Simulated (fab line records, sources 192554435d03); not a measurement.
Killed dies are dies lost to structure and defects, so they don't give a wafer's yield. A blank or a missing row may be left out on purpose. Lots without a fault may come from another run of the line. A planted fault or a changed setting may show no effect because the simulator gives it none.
A struck lot beside a sound one | flow n5_finfet | 29 steps out of a route of 1938
Sound: wafers L845.2, L845.4, L845.6. Struck: wafers L848.2, L848.4, L848.5. The cause comes at the end.
At each step with rows: each side's tool, then ch and its chambers, then its first start. Under that, the readings that differ: sound wafers | struck wafers | difference of the means | sigmas: that difference in standard deviations of wafers without a fault.
alike: readings whose means differ by less than 2 such deviations, and words and numbers that are the same on both sides. not compared: withheld readings, readings that some wafer has no value for, bounds like >300 that may hide the same value, and numbers for which the record gives no deviation and whose values overlap.
The two part at a step that has a row with sigmas, a row that says differs or no value, or rows on one side only. Numbers that don't overlap but have no deviation are shown without sigmas and don't part them. A reading that every wafer of one side lacks parts them only if that side has two wafers or more.

first, 2 steps without rows for these wafers: N5_BEOL_M7_ETCH_72 (etches underlayer in N2/H2, target depth 6.5 nm, time 5.2 s); N5_BEOL_M7_ETCH_65 (etches SiARC in CF4, target depth 15.6 nm, time 26 s).
N5_BEOL_M7_ETCH_66: etches SOC in N2/H2, target depth 80 nm, overetch 16 nm, time 120 s.
  sound on rie_diel-04 ch 2,3, day 9 21:25; struck on rie_diel-04 ch 2,3, day 11 06:08
  reading             | sound             | struck            | difference | sigmas
  n2_flow_sccm (sccm) | 201.1 200.4 200.5 | 199.2 199.7 199.3 | -1.3       | -2
  alike: drypump_motor_current_A, oes_product_au, rf_vpp_V, showerhead_plenum_p_Torr, throttle_valve_pct
  not compared: rf_hours_counter_h
then, 7 steps without rows for these wafers: N5_BEOL_M7_STRIP_69 (strips in N2/H2); N5_BEOL_M7_STRIP_73 (strips in N2/H2); N5_BEOL_M7_VIA_ETCH_34 (etches SiCOH lowk in C4F6/O2, target depth 125.5 nm, time 50.5 s); N5_BEOL_M7_STRIP_76 (strips in C4F6/O2); N5_BEOL_M7_STRIP_36 (strips in N2/H2); N5_BEOL_M7_TRENCH_ETCH_37 (etches SiCOH lowk in C4F6/O2, target depth 93.478 nm, time 31.2 s); N5_BEOL_M7_ETCH_41 (etches SiCN in CH3F/O2, target depth 31.9 nm, time 57.8 s).
N5_BEOL_M7_STRIP_80: strips in N2/H2, time 10 s.
  sound on rie_diel-04 ch 2,3; struck on rie_diel-04 ch 2,3
  alike: bias_power_w, chamber_pressure_mTorr, drypump_motor_current_A, n2_flow_sccm, oes_product_au, rf_vpp_V, showerhead_plenum_p_Torr, throttle_valve_pct
  not compared: rf_hours_counter_h
N5_BEOL_M7_OCD_MEAS_38:
  sound on ocd-02, day 9 21:46; struck on ocd-01, day 11 06:29
  alike: trench_depth_nm
N5_BEOL_M7_HM_STRIP_39: strips TiN in peroxide tin strip, target depth 25 nm, time 158 s.
  sound on wet_bench-04 ch 5,6,7, day 9 21:47; struck on wet_bench-04 ch 0,1,2, day 11 06:31
  no value came back on the struck wafers for bath_guard_temp_C (C), bath_heat_duty_pct (%); on the sound wafers bath_guard_temp_C (C) reads 49.2 49.9 50.9
  reading                                    | sound | struck       | difference | sigmas
  model.TiN_of_BEOL_M7_HM_DEP_02.thk_nm (nm) | 0 0 0 | 17 17.6 17.2 | +17        |
then, 1 step without rows for these wafers: N5_BEOL_M7_SRD_40 (time 30 s).
N5_BEOL_M7_PRECLEAN_42: cleans in residue remover, time 60 s.
  sound on wet_bench-04 ch 5,6,7, day 9 21:52; struck on wet_bench-04 ch 0,1,2, day 11 06:34
  reading                                    | sound | struck    | difference | sigmas
  model.TiN_of_BEOL_M7_HM_DEP_02.thk_nm (nm) | 0 0 0 | 6 6.6 6.2 | +6         |
then, 1 step without rows for these wafers: N5_BEOL_M7_SRD_43 (time 30 s).
N5_BEOL_M7_CD_MEAS_35: target cd 40 nm.
  sound on cd_sem-01, day 9 21:55; struck on cd_sem-01, day 11 06:38
  alike: cd_nm
N5_BEOL_M7_CURE_75: cures SiCOH lowk, time 120 s.
  sound on uv_cure-03 ch 2, day 9 22:05; struck on uv_cure-03 ch 1, day 11 06:43
  alike: lamp_power_pct, wafer_temp_C_max
N5_BEOL_M7_DEGAS_44: time 60 s.
  sound on pvd_sputter-01, day 9 23:03; struck on pvd_sputter-03, day 11 07:22
  alike: heater_power_w
N5_BEOL_M7_PRE_CLEAN_45: time 30 s.
  sound on pvd_sputter-01, day 9 23:08; struck on pvd_sputter-03, day 11 07:24
  alike: heater_power_w
then, 6 steps without rows for these wafers: N5_BEOL_M7_ALD_77 (deposits TaN, target thk 2 nm, pulse time 2 s, purge time 3 s); N5_BEOL_M7_SURFACE_TREAT_79; N5_BEOL_M7_CVD_78 (deposits Co from CCTBA/H2, target thk 2 nm, time 142.3 s); N5_BEOL_M7_SPUTTER_48 (material Cu, target thk 10 nm, time 1.667 s); N5_BEOL_M7_ECD_50 (material Cu, target thk 300 nm); N5_BEOL_M7_ANNEAL_51 (time 90 s).
N5_BEOL_M7_CMP_52: polishes, stops on SiCOH lowk, t overpolish 6.9 s, target thk 80 nm.
  sound on cmp-03 ch 0,1,3, day 10 00:49; struck on cmp-02 ch 0,2,3, day 11 08:45
  reading                      | sound          | struck         | difference | sigmas
  barrier_field_endpoint_s (s) | 28.9 29.1 29.3 | 37.5 37.2 36.5 | +8.0       | +9
  alike: head_pressure_psi, motor_current_A
N5_BEOL_M7_THK_MEAS_53: measures by xrf.
  sound on film_metro-02, day 10 01:05; struck on film_metro-02, day 11 09:03
  alike: M7_THK
then, 1 step without rows for these wafers: N5_PASSIVATION_PROBE_49.

WHERE THEY PART
First at N5_BEOL_M7_ETCH_66; last, within this record, at N5_BEOL_M7_CMP_52. Later steps at which nothing parts them and some readings are alike: N5_BEOL_M7_THK_MEAS_53.

WHY: what the simulator had put in
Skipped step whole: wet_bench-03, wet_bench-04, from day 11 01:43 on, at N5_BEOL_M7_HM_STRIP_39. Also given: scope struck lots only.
